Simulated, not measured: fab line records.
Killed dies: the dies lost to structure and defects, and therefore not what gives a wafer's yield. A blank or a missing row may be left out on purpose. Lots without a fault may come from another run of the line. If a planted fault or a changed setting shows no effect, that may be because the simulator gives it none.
fab line records	flow n5_finfet
record lots=24	wafers=72	last_day=18
route steps=1938 shown BEOL_M12@1612 BEOL_M13@1674
lots that met no fault: taken from a fault-free run of the same line
start_h: hours from the record's first day to the start of the lot's first wafer shown	wait_h: how many hours have passed since the lot's step before this one	" repeats the value in the row above	L1.1+2: a single row standing in for several wafers	- no value, or no start given	* or withheld: withheld	< > ~ a bound
route shown NAME@n: a module of which the file shows steps, and the number in the route of the first	usual: average and standard deviation across the fault-free wafers	same: alike in all rows	chamber/n: place in a boat	sites: each site's reading	_std_site: their standard deviation	_edge_site: the outer-site mean with the inner-site mean subtracted	radius_mm: how far each site lies from the wafer's centre	mask NAME#n: copy n	behind: the tool/chamber that last shaped the wafer	hold: why the lot went on hold/how many hours it stayed there/how the hold came to an end	device: whichever transistor did not switch (one of n, p or np)	end of line: at the end of the route, the tests of the same wafers	for a step that has no rows: nothing shown but its recipe	killed: dies that structure and defects cost at the first sort, which is not the same as the wafer's yield	map: a wafer's dies, marking killed ones x, the rest . and places with no die _
set.NAME: setting as actually run; set.NAME@STEP: the setting as run at that earlier step	model.NAME: the simulator's own value behind a step, which no gauge read
steps of the route over a sample of lots; a table a step, a row a wafer
services: a tool's chamber out of use, with start hour (start_h, from the record's first day; less than 0 if before it), hours out, and reason
## steps
# step N5_BEOL_M12_CD_MEAS_10
# recipe target_cd_nm=140	landing_energy_ev=500	detector=se_inlens	polarity=opening
# usual cd_nm=139.6/1.8
lot.wafer	tool	chamber	start_h	wait_h	cd_nm
L074.2	cd_sem-03	0	224.97	-	139.0
L074.4	"	0	"	"	140.5
L074.6	"	0	"	"	140.5
L075.1	cd_sem-02	0	250.58	-	142.6
L075.4	"	0	"	"	141.6
L075.6	"	0	"	"	142.4
L076.3	cd_sem-03	0	263.28	-	137.3
L076.5	"	0	"	"	134.8
L076.6	"	0	"	"	137.3
L077.2	cd_sem-03	0	264.18	-	140.7
L077.4	"	0	"	"	140.1
L077.5	"	0	"	"	138.5
L078.1	cd_sem-03	0	271.10	-	135.1
L078.3	"	0	"	"	136.9
L078.4	"	0	"	"	137.2
L080.2	cd_sem-03	0	287.47	-	141.5
L080.3	"	0	"	"	141.4
L080.6	"	0	"	"	141.7
L082.4	cd_sem-02	0	287.93	-	141.6
L082.5	"	0	"	"	140.8
L082.6	"	0	"	"	138.5
L079.1	cd_sem-02	0	288.08	-	142.3
L079.3	"	0	"	"	140.0
L079.4	"	0	"	"	139.5
L085.2	cd_sem-02	0	295.94	-	142.7
L085.3	"	0	"	"	141.4
L085.5	"	0	"	"	140.1
L081.3	cd_sem-03	0	296.32	-	138.7
L081.5	"	0	"	"	140.5
L081.6	"	0	"	"	138.2
L083.4	cd_sem-03	0	303.53	-	137.4
L083.5	"	0	"	"	136.2
L083.6	"	0	"	"	139.9
L084.3	cd_sem-02	0	305.63	-	138.3
L084.4	"	0	"	"	137.7
L084.5	"	0	"	"	139.3
L087.1	cd_sem-03	0	310.32	-	141.9
L087.3	"	0	"	"	142.5
L087.6	"	0	"	"	139.7
L088.2	cd_sem-03	0	313.89	-	141.2
L088.4	"	0	"	"	139.6
L088.5	"	0	"	"	138.3
L086.1	cd_sem-03	0	314.06	-	142.0
L086.3	"	0	"	"	141.9
L086.5	"	0	"	"	139.0
L089.4	cd_sem-01	0	330.24	-	139.0
L089.5	"	0	"	"	141.9
L089.6	"	0	"	"	139.7
L090.1	cd_sem-02	0	348.22	-	141.5
L090.3	"	0	"	"	141.4
L090.5	"	0	"	"	141.1
L093.2	cd_sem-01	0	354.00	-	137.9
L093.3	"	0	"	"	138.7
L093.5	"	0	"	"	141.9
L091.3	cd_sem-03	0	354.61	-	136.7
L091.5	"	0	"	"	138.4
L091.6	"	0	"	"	137.2
L092.2	cd_sem-02	0	359.94	-	138.4
L092.3	"	0	"	"	140.0
L092.6	"	0	"	"	139.4
L094.1	cd_sem-01	0	362.53	-	141.4
L094.5	"	0	"	"	139.2
L094.6	"	0	"	"	140.3
L095.1	cd_sem-02	0	384.31	-	139.2
L095.4	"	0	"	"	141.1
L095.5	"	0	"	"	139.1
L096.1	cd_sem-01	0	395.71	-	138.8
L096.2	"	0	"	"	137.9
L096.5	"	0	"	"	139.8
L097.2	cd_sem-03	0	396.45	-	139.0
L097.3	"	0	"	"	137.8
L097.5	"	0	"	"	137.7
# step N5_BEOL_M12_PRE_CLEAN_42
# recipe gas=H2/He	time_s=30	temp_c=250
# usual heater_power_w=340/27	susceptor_temp_C=249.98/0.15
lot.wafer	tool	chamber	start_h	wait_h	heater_power_w	susceptor_temp_C
L074.2	pvd_sputter-03	-	229.14	0.0	332	249.91
L074.4	"	-	"	"	324	250.01
L074.6	"	-	"	"	322	249.87
L075.1	pvd_sputter-01	-	253.99	0.0	367	249.81
L075.4	"	-	"	"	310	249.97
L075.6	"	-	"	"	323	249.78
L076.3	pvd_sputter-03	-	266.85	0.0	368	249.92
L076.5	"	-	"	"	341	250.05
L076.6	"	-	"	"	329	249.81
L077.2	pvd_sputter-03	-	267.77	0.0	322	249.82
L077.4	"	-	"	"	333	250.00
L077.5	"	-	"	"	369	250.09
L078.1	pvd_sputter-03	-	276.02	0.0	370	250.05
L078.3	"	-	"	"	325	249.90
L078.4	"	-	"	"	346	249.89
L080.2	pvd_sputter-01	-	292.98	0.0	358	249.91
L080.3	"	-	"	"	300	249.94
L080.6	"	-	"	"	313	249.71
L082.4	pvd_sputter-02	-	293.00	0.0	349	250.19
L082.5	"	-	"	"	362	249.85
L082.6	"	-	"	"	302	250.03
L079.1	pvd_sputter-01	-	293.38	0.0	352	250.06
L079.3	"	-	"	"	289	250.00
L079.4	"	-	"	"	363	249.73
L085.2	pvd_sputter-03	-	300.28	0.0	372	250.07
L085.3	"	-	"	"	351	249.79
L085.5	"	-	"	"	342	249.79
L081.3	pvd_sputter-01	-	302.35	0.0	298	249.95
L081.5	"	-	"	"	354	249.88
L081.6	"	-	"	"	317	250.28
L083.4	pvd_sputter-02	-	307.31	0.0	391	249.88
L083.5	"	-	"	"	353	249.94
L083.6	"	-	"	"	363	249.93
L084.3	pvd_sputter-02	-	309.64	0.0	400	249.73
L084.4	"	-	"	"	357	250.26
L084.5	"	-	"	"	401	250.04
L087.1	pvd_sputter-03	-	312.64	0.0	322	249.77
L087.3	"	-	"	"	369	249.89
L087.6	"	-	"	"	345	250.05
L088.2	pvd_sputter-03	-	316.70	0.0	336	250.01
L088.4	"	-	"	"	339	250.05
L088.5	"	-	"	"	370	249.97
L086.1	pvd_sputter-01	-	317.28	0.0	354	249.86
L086.3	"	-	"	"	309	249.72
L086.5	"	-	"	"	322	250.23
L089.4	pvd_sputter-01	-	341.04	0.0	371	250.36
L089.5	"	-	"	"	365	250.12
L089.6	"	-	"	"	357	249.85
L090.1	pvd_sputter-03	-	350.94	0.0	330	249.93
L090.3	"	-	"	"	379	250.10
L090.5	"	-	"	"	325	249.97
L093.2	pvd_sputter-02	-	357.30	0.0	390	249.94
L093.3	"	-	"	"	343	250.09
L093.5	"	-	"	"	353	250.15
L091.3	pvd_sputter-02	-	357.86	0.0	365	250.06
L091.5	"	-	"	"	360	249.99
L091.6	"	-	"	"	352	249.95
L092.2	pvd_sputter-01	-	364.09	0.0	367	250.15
L092.3	"	-	"	"	298	250.10
L092.6	"	-	"	"	350	250.02
L094.1	pvd_sputter-01	-	364.61	0.0	364	250.20
L094.5	"	-	"	"	296	249.71
L094.6	"	-	"	"	312	249.88
L095.1	pvd_sputter-02	-	387.38	0.0	398	250.18
L095.4	"	-	"	"	302	249.96
L095.5	"	-	"	"	337	249.83
L096.1	pvd_sputter-01	-	398.02	0.0	360	249.93
L096.2	"	-	"	"	316	249.69
L096.5	"	-	"	"	358	249.95
L097.2	pvd_sputter-03	-	400.52	0.0	328	250.16
L097.3	"	-	"	"	323	250.13
L097.5	"	-	"	"	323	250.07
# step N5_BEOL_M12_THK_MEAS_50
# recipe thk_meas_gauge=xrf	reads=Cu_of_BEOL_M12_ECD_47
# usual M12_THK=319/4.5
lot.wafer	tool	chamber	start_h	wait_h	M12_THK[nm]
L074.2	film_metro-01	-	230.20	-	320
L074.4	"	-	"	"	319
L074.6	"	-	"	"	324
L075.1	film_metro-02	-	255.04	-	324
L075.4	"	-	"	"	313
L075.6	"	-	"	"	321
L076.3	film_metro-01	-	267.94	-	323
L076.5	"	-	"	"	324
L076.6	"	-	"	"	328
L077.2	film_metro-02	-	269.56	-	321
L077.4	"	-	"	"	317
L077.5	"	-	"	"	322
L078.1	film_metro-01	-	277.60	-	323
L078.3	"	-	"	"	320
L078.4	"	-	"	"	322
L080.2	film_metro-01	-	294.03	-	316
L080.3	"	-	"	"	316
L080.6	"	-	"	"	320
L082.4	film_metro-01	-	294.30	-	320
L082.5	"	-	"	"	323
L082.6	"	-	"	"	321
L079.1	film_metro-02	-	294.69	-	311
L079.3	"	-	"	"	312
L079.4	"	-	"	"	312
L085.2	film_metro-01	-	301.33	-	314
L085.3	"	-	"	"	322
L085.5	"	-	"	"	320
L081.3	film_metro-01	-	303.41	-	320
L081.5	"	-	"	"	319
L081.6	"	-	"	"	320
L083.4	film_metro-02	-	308.37	-	325
L083.5	"	-	"	"	320
L083.6	"	-	"	"	323
L084.3	film_metro-01	-	311.32	-	318
L084.4	"	-	"	"	323
L084.5	"	-	"	"	322
L087.1	film_metro-01	-	314.12	-	325
L087.3	"	-	"	"	320
L087.6	"	-	"	"	321
L088.2	film_metro-02	-	317.75	-	321
L088.4	"	-	"	"	315
L088.5	"	-	"	"	321
L086.1	film_metro-02	-	318.33	-	318
L086.3	"	-	"	"	318
L086.5	"	-	"	"	318
L089.4	film_metro-02	-	342.10	-	322
L089.5	"	-	"	"	316
L089.6	"	-	"	"	315
L090.1	film_metro-02	-	351.99	-	318
L090.3	"	-	"	"	326
L090.5	"	-	"	"	314
L093.2	film_metro-01	-	358.37	-	313
L093.3	"	-	"	"	316
L093.5	"	-	"	"	321
L091.3	film_metro-01	-	359.10	-	313
L091.5	"	-	"	"	315
L091.6	"	-	"	"	314
L092.2	film_metro-01	-	365.28	-	313
L092.3	"	-	"	"	321
L092.6	"	-	"	"	319
L094.1	film_metro-01	-	365.67	-	312
L094.5	"	-	"	"	312
L094.6	"	-	"	"	311
L095.1	film_metro-01	-	388.45	0.2	325
L095.4	"	-	"	"	333
L095.5	"	-	"	"	327
L096.1	film_metro-02	-	399.09	0.2	318
L096.2	"	-	"	"	319
L096.5	"	-	"	"	314
L097.2	film_metro-02	-	401.81	-	323
L097.3	"	-	"	"	325
L097.5	"	-	"	"	317
# step N5_BEOL_M13_VIA_ETCH_16
# recipe chemistry=C4F8/O2/Ar	target=SiOC	pressure_mtorr=30	source_w=3000	bias_w=700	Ar_flow_sccm=400	C4F8_flow_sccm=15	O2_flow_sccm=8	he_inner_torr=15	he_outer_torr=30	target_depth_a=9217	time_s=withheld	ion_energy_ev=250	ends=cleared
# usual drypump_motor_current_A=5.8/0.39	oes_product_au=0.71/0.08	rf_vpp_V=665/3.2	showerhead_plenum_p_Torr=3.42/0.12	throttle_valve_pct=24.23/0.16
lot.wafer	tool	chamber	start_h	wait_h	drypump_motor_current_A	oes_product_au	rf_vpp_V	showerhead_plenum_p_Torr	throttle_valve_pct
L074.2	rie_diel-03	2	231.07	0.0	6.0	0.68	662	3.26	24.22
L074.4	"	3	"	"	5.5	0.63	668	3.52	24.18
L074.6	"	0	"	"	5.9	0.76	664	3.33	24.03
L075.1	rie_diel-03	1	255.89	0.0	5.7	0.68	665	3.43	24.10
L075.4	"	3	"	"	5.5	0.63	668	3.52	24.19
L075.6	"	2	"	"	6.0	0.67	662	3.26	24.20
L076.3	rie_diel-03	3	268.96	0.0	5.5	0.63	667	3.52	24.18
L076.5	"	1	"	"	5.7	0.69	663	3.43	24.09
L076.6	"	0	"	"	5.9	0.74	664	3.32	24.03
L077.2	rie_diel-02	0	270.43	0.0	5.8	0.82	666	3.47	23.97
L077.4	"	1	"	"	6.4	0.85	664	3.39	24.07
L077.5	"	0	"	"	5.7	0.81	667	3.47	23.99
L078.1	rie_diel-02	0	278.42	0.0	5.7	0.81	667	3.47	23.97
L078.3	"	3	"	"	4.9	0.64	660	3.22	24.46
L078.4	"	1	"	"	6.4	0.85	664	3.39	24.07
L080.2	rie_diel-03	1	294.85	0.0	5.7	0.68	666	3.42	24.11
L080.3	"	0	"	"	5.9	0.75	663	3.32	24.04
L080.6	"	0	"	"	5.9	0.74	662	3.32	24.05
L082.4	rie_diel-04	3	295.24	0.1	6.3	0.75	672	3.60	24.38
L082.5	"	2	"	"	5.8	0.64	663	3.40	24.25
L082.6	"	1	"	"	5.2	0.85	668	3.52	24.10
L079.1	rie_diel-03	2	295.51	0.0	6.0	0.67	662	3.26	24.24
L079.3	"	1	"	"	5.7	0.68	665	3.42	24.10
L079.4	"	3	"	"	5.5	0.62	667	3.51	24.21
L085.2	rie_diel-02	0	302.28	0.0	5.7	0.81	666	3.47	23.97
L085.3	"	1	"	"	6.4	0.83	664	3.38	24.09
L085.5	"	2	"	"	5.8	0.66	665	3.43	24.60
L081.3	rie_diel-02	2	304.22	0.0	5.8	0.66	666	3.43	24.58
L081.5	"	1	"	"	6.4	0.82	665	3.38	24.08
L081.6	"	3	"	"	4.9	0.63	660	3.22	24.48
L083.4	rie_diel-02	1	309.46	0.1	6.4	0.82	665	3.38	24.09
L083.5	"	3	"	"	4.9	0.63	660	3.22	24.50
L083.6	"	2	"	"	5.9	0.66	665	3.42	24.59
L084.3	rie_diel-04	3	312.13	0.0	6.3	0.73	670	3.60	24.37
L084.4	"	2	"	"	5.8	0.63	663	3.40	24.26
L084.5	"	3	"	"	6.3	0.73	669	3.60	24.37
L087.1	rie_diel-03	2	316.01	0.0	6.1	0.66	661	3.25	24.26
L087.3	"	3	"	"	5.5	0.61	668	3.51	24.20
L087.6	"	2	"	"	6.0	0.65	660	3.25	24.26
L088.2	rie_diel-03	3	318.70	0.0	5.5	0.62	670	3.51	24.21
L088.4	"	1	"	"	5.7	0.67	665	3.42	24.12
L088.5	"	2	"	"	6.1	0.67	661	3.25	24.24
L086.1	rie_diel-03	1	319.27	0.0	5.7	0.66	666	3.42	24.12
L086.3	"	2	"	"	6.1	0.65	662	3.25	24.26
L086.5	"	1	"	"	5.7	0.66	665	3.42	24.12
L089.4	rie_diel-03	0	342.91	0.0	6.0	0.72	663	3.31	24.06
L089.5	"	1	"	"	5.7	0.67	666	3.42	24.11
L089.6	"	2	"	"	6.0	0.66	660	3.25	24.26
L090.1	rie_diel-04	2	352.93	0.0	5.8	0.62	665	3.39	24.28
L090.3	"	3	"	"	6.3	0.72	670	3.59	24.39
L090.5	"	0	"	"	5.5	0.87	670	3.65	24.19
L093.2	rie_diel-03	2	359.55	0.0	6.0	0.65	660	3.25	24.25
L093.3	"	0	"	"	5.9	0.72	662	3.31	24.06
L093.5	"	2	"	"	6.0	0.65	662	3.25	24.25
L091.3	rie_diel-04	2	360.10	0.0	5.8	0.63	664	3.39	24.28
L091.5	"	0	"	"	5.5	0.87	671	3.65	24.19
L091.6	"	3	"	"	6.3	0.72	670	3.59	24.40
L092.2	rie_diel-02	0	366.22	0.0	5.7	0.78	666	3.46	24.01
L092.3	"	3	"	"	4.9	0.87	671	3.61	24.13
L092.6	"	2	"	"	5.8	0.65	665	3.41	24.61
L094.1	rie_diel-02	3	366.61	0.0	4.9	0.85	673	3.61	24.15
L094.5	"	2	"	"	5.9	0.65	663	3.41	24.61
L094.6	"	1	"	"	6.3	0.79	665	3.37	24.11
L095.1	rie_diel-04	0	389.39	0.0	5.5	0.85	671	3.64	24.19
L095.4	"	1	"	"	5.2	0.80	667	3.50	24.17
L095.5	"	2	"	"	5.8	0.62	664	3.39	24.31
L096.1	rie_diel-04	3	399.90	0.0	6.3	0.71	670	3.59	24.42
L096.2	"	0	"	"	5.5	0.85	672	3.64	24.23
L096.5	"	0	"	"	5.5	0.85	671	3.64	24.20
L097.2	rie_diel-03	3	402.63	0.0	5.6	0.60	668	3.50	24.25
L097.3	"	2	"	"	6.1	0.65	662	3.24	24.28
L097.5	"	3	"	"	5.6	0.61	666	3.50	24.24
# step N5_BEOL_M13_STRIP_63
# recipe chemistry=N2/H2	power_w=1000	temp_c=250	h2_frac=0.65	overash_fraction=0.3	pressure_mtorr=1000	n2_flow_sccm=1750	h2_flow_sccm=3250
# usual drypump_motor_current_A=5.59/0.25	heater_power_w=332/19	oes_product_au=0.674/0.0049	strip_time_to_endpoint_s=28.2/0.95
lot.wafer	tool	chamber	start_h	wait_h	drypump_motor_current_A	heater_power_w	oes_product_au	rf_hours_counter_h	strip_time_to_endpoint_s
L074.2	plasma_asher-01	0	231.31	-	5.35	357	0.667	132	29.0
L074.4	"	0	"	"	5.35	346	0.674	-	28.8
L074.6	"	1	"	"	5.87	319	0.681	-	28.4
L075.1	plasma_asher-02	1	256.12	-	5.78	323	0.675	61	27.8
L075.4	"	0	"	"	5.36	337	0.667	-	27.9
L075.6	"	1	"	"	5.78	321	0.670	-	27.6
L076.3	plasma_asher-02	0	269.22	-	5.33	351	0.679	-	27.9
L076.5	"	0	"	"	5.29	343	0.677	-	26.7
L076.6	"	1	"	"	5.75	312	0.667	-	26.6
L077.2	plasma_asher-01	0	270.67	-	5.34	350	0.675	140	28.3
L077.4	"	1	"	"	5.89	313	0.680	-	27.6
L077.5	"	1	"	"	5.86	308	0.682	-	27.4
L078.1	plasma_asher-01	0	278.65	-	5.35	350	0.677	141	27.7
L078.3	"	0	"	"	5.37	351	0.673	-	28.0
L078.4	"	1	"	"	5.86	298	0.673	-	27.9
L080.2	plasma_asher-02	1	295.08	-	5.76	325	0.678	68	28.4
L080.3	"	1	"	"	5.78	315	0.676	-	27.7
L080.6	"	1	"	"	5.79	315	0.668	-	27.8
L082.4	plasma_asher-01	0	295.39	-	5.35	343	0.677	-	28.2
L082.5	"	1	"	"	5.86	319	0.676	-	27.8
L082.6	"	0	"	"	5.35	349	0.677	-	27.8
L079.1	plasma_asher-01	1	295.74	-	5.86	314	0.680	145	29.9
L079.3	"	1	"	"	5.88	308	0.675	-	29.1
L079.4	"	0	"	"	5.34	355	0.674	-	27.3
L085.2	plasma_asher-02	1	302.52	-	5.75	319	0.677	70	30.0
L085.3	"	1	"	"	5.78	315	0.670	-	28.6
L085.5	"	0	"	"	5.36	361	0.683	-	28.4
L081.3	plasma_asher-01	0	304.48	-	5.36	358	0.678	-	28.9
L081.5	"	1	"	"	5.87	307	0.667	-	27.7
L081.6	"	0	"	"	5.35	344	0.673	-	27.0
L083.4	plasma_asher-01	1	309.61	-	5.90	308	0.676	-	25.8
L083.5	"	1	"	"	5.87	309	0.667	-	26.1
L083.6	"	0	"	"	5.37	360	0.669	-	26.4
L084.3	plasma_asher-01	0	312.39	-	5.34	347	0.680	-	28.5
L084.4	"	1	"	"	5.89	316	0.671	-	27.2
L084.5	"	1	"	"	5.88	309	0.682	-	27.5
L087.1	plasma_asher-01	1	316.25	-	5.86	316	0.664	148	27.9
L087.3	"	1	"	"	5.86	315	0.675	-	29.0
L087.6	"	0	"	"	5.35	359	0.665	-	26.6
L088.2	plasma_asher-01	0	318.93	-	5.35	347	0.681	149	31.0
L088.4	"	0	"	"	5.36	361	0.676	-	29.0
L088.5	"	0	"	"	5.36	349	0.676	-	29.3
L086.1	plasma_asher-02	1	319.50	-	5.78	316	0.668	74	29.3
L086.3	"	0	"	"	5.34	346	0.677	-	28.8
L086.5	"	1	"	"	5.77	303	0.678	-	28.0
L089.4	plasma_asher-01	1	343.17	-	5.91	308	0.677	-	29.2
L089.5	"	1	"	"	5.88	318	0.675	-	28.5
L089.6	"	0	"	"	5.36	348	0.670	-	29.0
L090.1	plasma_asher-01	1	353.17	-	5.89	310	0.678	155	29.0
L090.3	"	1	"	"	5.90	312	0.674	-	29.6
L090.5	"	0	"	"	5.37	358	0.668	-	27.7
L093.2	plasma_asher-02	0	359.79	-	5.38	348	0.672	82	28.7
L093.3	"	1	"	"	5.75	320	0.674	-	28.6
L093.5	"	1	"	"	5.78	317	0.672	-	28.5
L091.3	plasma_asher-02	1	360.36	-	5.74	314	0.670	-	29.3
L091.5	"	1	"	"	5.76	320	0.670	-	27.3
L091.6	"	0	"	"	5.29	350	0.665	-	28.2
L092.2	plasma_asher-02	1	366.45	-	5.79	322	0.678	84	28.8
L092.3	"	1	"	"	5.75	303	0.670	-	26.9
L092.6	"	0	"	"	5.39	342	0.672	-	28.3
L094.1	plasma_asher-01	0	366.84	-	5.36	362	0.674	158	27.7
L094.5	"	0	"	"	5.36	355	0.675	-	28.5
L094.6	"	1	"	"	5.88	319	0.677	-	28.4
L095.1	plasma_asher-01	1	389.63	-	5.86	309	0.683	163	28.3
L095.4	"	1	"	"	5.85	321	0.674	-	28.1
L095.5	"	1	"	"	5.87	318	0.674	-	27.7
L096.1	plasma_asher-01	1	400.14	-	5.86	316	0.679	164	28.8
L096.2	"	0	"	"	5.35	347	0.675	164	27.7
L096.5	"	0	"	"	5.36	358	0.678	-	26.3
L097.2	plasma_asher-02	0	402.86	-	5.35	348	0.677	92	28.5
L097.3	"	1	"	"	5.78	324	0.681	-	28.5
L097.5	"	1	"	"	5.76	314	0.674	-	27.8
# step N5_BEOL_M13_SPUTTER_45
# recipe material=Cu	target_thk_a=800	temp_c=-20	bias_v=60	power_w=26000	chamber_pressure_pa=0.13	time_s=13.33
# usual chuck_gas_flow_sccm=1.26/0.057	substrate_temp_c=-20.00/0.11	susceptor_temp_C=-19.99/0.11	throttle_valve_pct=30.2/1
lot.wafer	tool	chamber	start_h	wait_h	chuck_gas_flow_sccm	substrate_temp_c	susceptor_temp_C	throttle_valve_pct
L074.2	pvd_sputter-03	-	239.39	0.0	1.21	-19.83	-19.68	30.5
L074.4	"	-	"	"	1.30	-19.98	-20.03	30.1
L074.6	"	-	"	"	1.26	-19.79	-19.82	30.6
L075.1	pvd_sputter-01	-	261.43	0.0	1.28	-19.99	-19.89	32.2
L075.4	"	-	"	"	1.18	-20.12	-20.08	29.9
L075.6	"	-	"	"	1.19	-19.92	-20.00	32.2
L076.3	pvd_sputter-01	-	271.60	0.0	1.25	-20.02	-19.93	29.8
L076.5	"	-	"	"	1.22	-19.85	-20.06	32.0
L076.6	"	-	"	"	1.23	-20.04	-20.08	30.9
L077.2	pvd_sputter-02	-	275.17	0.0	1.24	-19.87	-19.79	28.9
L077.4	"	-	"	"	1.32	-20.04	-19.93	30.6
L077.5	"	-	"	"	1.22	-19.84	-20.06	30.6
L078.1	pvd_sputter-03	-	280.78	0.0	1.20	-19.90	-19.88	29.6
L078.3	"	-	"	"	1.35	-19.97	-19.76	30.1
L078.4	"	-	"	"	1.25	-20.07	-20.06	30.8
L080.2	pvd_sputter-02	-	297.36	0.0	1.26	-20.09	-19.99	30.7
L080.3	"	-	"	"	1.26	-19.97	-20.19	28.1
L080.6	"	-	"	"	1.26	-19.93	-20.01	28.9
L079.1	pvd_sputter-02	-	298.34	0.0	1.28	-20.16	-20.01	30.9
L079.3	"	-	"	"	1.26	-19.97	-19.90	28.9
L079.4	"	-	"	"	1.26	-20.11	-19.86	30.7
L082.4	pvd_sputter-01	-	302.23	0.0	1.24	-20.30	-20.05	32.0
L082.5	"	-	"	"	1.27	-20.18	-19.99	32.0
L082.6	"	-	"	"	1.22	-19.92	-19.82	30.9
L085.2	pvd_sputter-02	-	304.67	0.0	1.27	-20.03	-20.15	30.7
L085.3	"	-	"	"	1.21	-20.02	-19.92	28.1
L085.5	"	-	"	"	1.30	-19.96	-20.02	30.6
L081.3	pvd_sputter-02	-	308.01	0.0	1.19	-19.91	-19.97	30.4
L081.5	"	-	"	"	1.30	-19.91	-20.00	30.7
L081.6	"	-	"	"	1.34	-19.93	-19.85	30.8
L083.4	pvd_sputter-01	-	313.18	0.0	1.28	-19.94	-20.00	29.6
L083.5	"	-	"	"	1.27	-19.92	-20.06	32.1
L083.6	"	-	"	"	1.20	-19.99	-20.10	29.8
L084.3	pvd_sputter-03	-	316.46	0.0	1.25	-20.13	-20.06	29.7
L084.4	"	-	"	"	1.17	-20.01	-19.94	30.7
L084.5	"	-	"	"	1.20	-19.76	-20.06	30.4
L087.1	pvd_sputter-02	-	319.31	0.0	1.35	-19.97	-19.76	30.5
L087.3	"	-	"	"	1.26	-19.88	-20.03	27.8
L087.6	"	-	"	"	1.27	-20.12	-19.99	31.1
L088.2	pvd_sputter-03	-	321.08	0.0	1.20	-19.98	-19.97	30.8
L088.4	"	-	"	"	1.18	-19.99	-20.01	30.2
L088.5	"	-	"	"	1.34	-19.95	-20.10	30.3
L086.1	pvd_sputter-03	-	321.44	0.0	1.30	-20.03	-19.99	30.4
L086.3	"	-	"	"	1.15	-20.03	-20.00	30.6
L086.5	"	-	"	"	1.23	-20.19	-19.91	30.2
L089.4	pvd_sputter-02	-	348.33	0.0	1.25	-19.87	-20.07	30.7
L089.5	"	-	"	"	1.27	-19.87	-19.86	30.4
L089.6	"	-	"	"	1.24	-19.99	-20.09	30.8
L090.1	pvd_sputter-02	-	358.42	0.0	1.30	-19.99	-19.90	28.0
L090.3	"	-	"	"	1.31	-19.92	-19.93	31.0
L090.5	"	-	"	"	1.39	-20.00	-19.98	30.9
L093.2	pvd_sputter-01	-	361.74	0.0	1.28	-19.95	-20.07	32.0
L093.3	"	-	"	"	1.12	-20.11	-20.15	30.0
L093.5	"	-	"	"	1.29	-19.92	-20.13	29.7
L091.3	pvd_sputter-02	-	362.12	0.0	1.26	-20.13	-20.15	28.1
L091.5	"	-	"	"	1.16	-19.90	-20.07	28.9
L091.6	"	-	"	"	1.20	-20.23	-19.90	30.6
L094.1	pvd_sputter-02	-	370.01	0.0	1.28	-20.04	-19.93	30.7
L094.5	"	-	"	"	1.31	-19.97	-20.02	31.3
L094.6	"	-	"	"	1.26	-20.10	-20.08	28.2
L092.2	pvd_sputter-02	-	370.67	0.0	1.23	-20.04	-19.96	29.0
L092.3	"	-	"	"	1.20	-20.14	-19.73	30.6
L092.6	"	-	"	"	1.25	-19.99	-19.87	30.5
L095.1	pvd_sputter-01	-	394.99	0.0	1.39	-19.98	-20.07	29.8
L095.4	"	-	"	"	1.36	-19.90	-19.92	31.0
L095.5	"	-	"	"	1.33	-20.00	-20.14	29.6
L096.1	pvd_sputter-01	-	404.22	0.0	1.22	-19.97	-20.28	31.0
L096.2	"	-	"	"	1.32	-20.03	-19.88	29.7
L096.5	"	-	"	"	1.28	-20.11	-19.92	29.7
L097.2	pvd_sputter-01	-	406.00	0.0	1.29	-19.82	-20.10	29.7
L097.3	"	-	"	"	1.34	-19.94	-20.01	29.6
L097.5	"	-	"	"	1.28	-19.82	-19.83	32.2
## services
tool	chamber	start_h	hours	kind
plasma_asher-02	-	206.24	2.8	pm
plasma_asher-02	-	222.88	3.7	repair
rie_diel-04	1	225.88	-	clean
rie_diel-02	1	257.11	6.0	repair
rie_diel-04	0	284.54	18.3	repair
rie_diel-02	3	293.80	6.4	repair
plasma_asher-01	-	295.86	2.8	pm
pvd_sputter-02	-	310.46	4.5	repair
rie_diel-03	0	318.87	4.7	repair
pvd_sputter-02	-	324.98	1.7	repair
rie_diel-02	3	325.04	-	clean
rie_diel-02	3	325.04	-	consumable_replace:focus_ring
rie_diel-02	3	325.04	-	consumable_replace:showerhead
rie_diel-02	3	325.04	14.1	scheduled_down
rie_diel-02	3	325.04	14.1	vent_cycle
rie_diel-03	0	325.59	3.4	repair
pvd_sputter-03	-	330.58	2.5	repair
pvd_sputter-03	-	333.25	7.2	repair
pvd_sputter-02	-	343.85	3.3	repair
rie_diel-04	1	350.14	7.9	repair
rie_diel-04	0	378.54	9.7	repair
pvd_sputter-01	-	379.91	5.9	repair
pvd_sputter-02	-	392.32	6.4	repair
pvd_sputter-01	-	398.43	1.6	repair
## key
fault none
